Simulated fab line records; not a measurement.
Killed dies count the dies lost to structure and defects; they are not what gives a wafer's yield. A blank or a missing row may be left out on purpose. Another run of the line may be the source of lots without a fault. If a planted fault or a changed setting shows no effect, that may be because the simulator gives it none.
A lot that was struck, set against a sound lot -- flow n5-finfet -- 16 out of 1938 route steps
Sound: wafers L403.1, L403.5, L403.6. Struck: wafers L419.4, L419.6 (left out: L419.1, a lot-mate that was not struck); the cause follows at the end.
Per side, at each step with rows, come the tool, then ch with its chambers, and then its first start. Under that, the readings that differ: sound wafers -- struck wafers -- difference of the means -- sigmas: that difference in standard deviations of wafers without a fault.
alike: readings whose means differ by less than 2 such deviations, and words and numbers that are the same on both sides. not compared: withheld readings, readings that some wafer has no value for, bounds like >300 that may hide the same value, and numbers for which the record gives no deviation and whose values overlap.
The two part at a step that has a row with sigmas, a row that says differs or no value, or rows on one side only. When numbers do not overlap yet have no deviation, they are printed without sigmas and do not part them. Lack of a reading on every wafer of one side parts them only where that side has two or more wafers.

first, 4 steps without rows for these wafers: N5_HKMG_FIN_ETCH_86 (etches SOC in N2/H2, stops on TiN, target depth 393.2 nm); N5_HKMG_FIN_STRIP_89 (strips SOC in N2/H2, time 20 s); N5_HKMG_FIN_WET_ETCH_87 (etches TiN in SC1, time 154.2 s, target depth 4.7 nm, rinse time 30 s); N5_HKMG_FIN_STRIP_88 (strips in N2/H2, time 360 s).
N5_HKMG_FIN_NWFM_ALD_20: deposits TiAlC, target thk 2 nm, pulse time 3 s, purge time 2 s.
  sound on ald-metal-01 ch 0,1, day 4 03:38; struck on ald-metal-03 ch 1,2, day 8 04:44
reading,sound,struck,difference,sigmas
heater-power-w (W),377 373 376,496 600,+173,+2
  alike: precursor-pulse-height-rel
  not compared: ald-cycles
then, 2 steps without rows for these wafers: N5_HKMG_FIN_ALD_71 (deposits TiN, target thk 1 nm, pulse time 1 s, purge time 3 s); N5_HKMG_FIN_COAT_66 (time 60 s, resist thk 300 nm).
N5_HKMG_FIN_ETCH_67: etches SOC in N2/H2, stops on TiN, target depth 388.9 nm.
  sound on rie-diel-06 ch 0,2,3, day 4 04:04; struck on rie-diel-03 ch 1,2, day 8 05:10
  alike: drypump-motor-current-A, oes-product-au, rf-vpp-V, showerhead-plenum-p-Torr, throttle-valve-pct
  not compared: rf-hours-counter-h
N5_HKMG_FIN_STRIP_90: strips SOC in N2/H2, time 20 s.
  sound on rie-diel-06 ch 0,2,3, day 4 04:08; struck on rie-diel-03 ch 1,2, day 8 05:14
  alike: drypump-motor-current-A, oes-product-au, rf-vpp-V, showerhead-plenum-p-Torr, throttle-valve-pct
  not compared: rf-hours-counter-h
then, 1 step without rows for these wafers: N5_HKMG_FIN_WET_ETCH_73 (etches the open film in SC1, time 42.3 s, target depth 1.3 nm, rinse time 30 s).
N5_HKMG_FIN_ETCHBACK_68: etches the open film in Cl2/Ar, stops on HfO2, target depth 0.5 nm.
  sound on rie-metal-03 ch 0,1, day 4 04:17; struck on rie-metal-01 ch 0, day 8 05:23
  alike: drypump-motor-current-A, mfc-ar-sccm, oes_ar_750_au, oes-product-au, throttle-valve-pct
  not compared: rf-hours-counter-h
N5_HKMG_FIN_STRIP_69: strips in N2/H2, time 360 s.
  sound on plasma-asher-01 ch 0,1, day 4 04:26; struck on plasma-asher-02 ch 0,1, day 8 05:32
  alike: drypump-motor-current-A, heater-power-w
  not compared: rf-hours-counter-h
N5_HKMG_FIN_ALD_21: deposits TiN, target thk 1.5 nm, pulse time 1 s, purge time 3 s.
  sound on ald-metal-03 ch 0,2, day 4 04:49; struck on ald-metal-01 ch 1,2, day 8 05:55
reading,sound,struck,difference,sigmas
ald-cycles,68 68 68,76 76,+8,
  alike: heater-power-w, precursor-pulse-height-rel
then, 1 step without rows for these wafers: N5_HKMG_FIN_ALD_72 (deposits W, target thk 2 nm, pulse time 1 s, purge time 2 s).
-- a jump in the record: the struck wafers' starts before and after are 4 days apart (it breaks off in module HKMG_FIN and resumes in module BEOL_M4, where the first step shown is number 1111 of the route) --
N5_BEOL_M4_RC_MEAS_101:
  sound on prober-02 ch 0, day 7 23:59; struck on prober-02 ch 0, day 11 21:03
reading,sound,struck,difference,sigmas
SS_N (mV/dec),70.8 70.7 71.6,72.2 72.0,+1.1,+2
  alike: DIBL_N, DIBL_P, IOFF_N, IOFF_P, ION_N, ION_P, SS_P, VT_N, VT_P
-- a jump in the record: the struck wafers' starts before and after are 5 days apart (it breaks off in module BEOL_M4 and resumes in module PASSIVATION, where the first step shown is number 1936 of the route) --
N5_PASSIVATION_PROBE_49:
  struck on prober-02, day 16 11:56; sound on prober-01, day 12 03:32
reading,sound,struck,difference,sigmas
killed_at_M0_to_M3,48 36 50,11 25,-27,-2
  alike: defect-limited-yield, killed_at_M4_up, killed-at-contacts, killed-at-front-end, killed-at-other, killed-dies, killed-open, killed-short, sort_bin_5_function, sort_bin_6_memory, sort-n-pass, sort-yield-pct

== WHERE THEY PART ==
At N5_HKMG_FIN_NWFM_ALD_20 first; at N5_PASSIVATION_PROBE_49 last (within this record only).

WHY: whatever the simulator had introduced
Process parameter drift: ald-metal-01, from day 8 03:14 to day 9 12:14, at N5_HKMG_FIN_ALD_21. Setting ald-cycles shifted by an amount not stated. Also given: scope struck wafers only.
